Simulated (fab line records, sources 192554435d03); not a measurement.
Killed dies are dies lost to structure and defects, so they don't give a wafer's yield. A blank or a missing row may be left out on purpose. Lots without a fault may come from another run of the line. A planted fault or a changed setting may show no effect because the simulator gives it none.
Chamber matching | flow n5_finfet | N5_BEOL_M11_DEP_56 on pecvd-04: 3 sister chambers
The step deposits SiCN from 3MS/NH3, target thk 30 nm, time 10.5 s. 6 wafers are shown with their chamber, then 6 later ones without.

WAFERS WITH THEIR CHAMBER
wafer  | chamber | showerhead_vpp_V (V) | throttle_valve_pct (%)
L441.3 | 1       | 1877                 | 18.3
L439.1 | 2       | 1619                 | 16.9
L439.4 | 0       | 1819                 | 18.2
L439.5 | 1       | 1862                 | 18.2
L440.1 | 2       | 1604                 | 17.0
L440.3 | 0       | 1819                 | 18.2

WAFERS WITHOUT THEIR CHAMBER
wafer  | showerhead_vpp_V (V) | throttle_valve_pct (%)
L440.4 | 1604                 | 16.8
L443.2 | 1807                 | 18.1
L443.3 | 1579                 | 16.9
L443.4 | 1604                 | 16.9
L448.3 | 1606                 | 16.9
L448.4 | 1827                 | 18.1

WHICH CHAMBER EACH WENT THROUGH
wafer  | from the rows above | in truth
L440.4 | 2                   | 2
L443.2 | 0                   | 0
L443.3 | 2                   | 2
L443.4 | 2                   | 2
L448.3 | 2                   | 2
L448.4 | 0                   | 0
Placed correctly: 6 of 6. Can't be placed from these rows: 0. Placed wrongly: 0.
How it was worked out, from the rows above alone: a wafer's distance from a chamber is the root of the sum, over the readings, of the square of ((its reading less the chamber's mean) divided by the reading's scatter). The wafer belongs to the nearest chamber; if the next one is less than 2 further off, it can't be placed. A chamber's mean is the mean of its shown wafers. The scatter: the root of (the sum of the squares of (reading less its chamber's mean) over the shown wafers, divided by (wafers less chambers)).
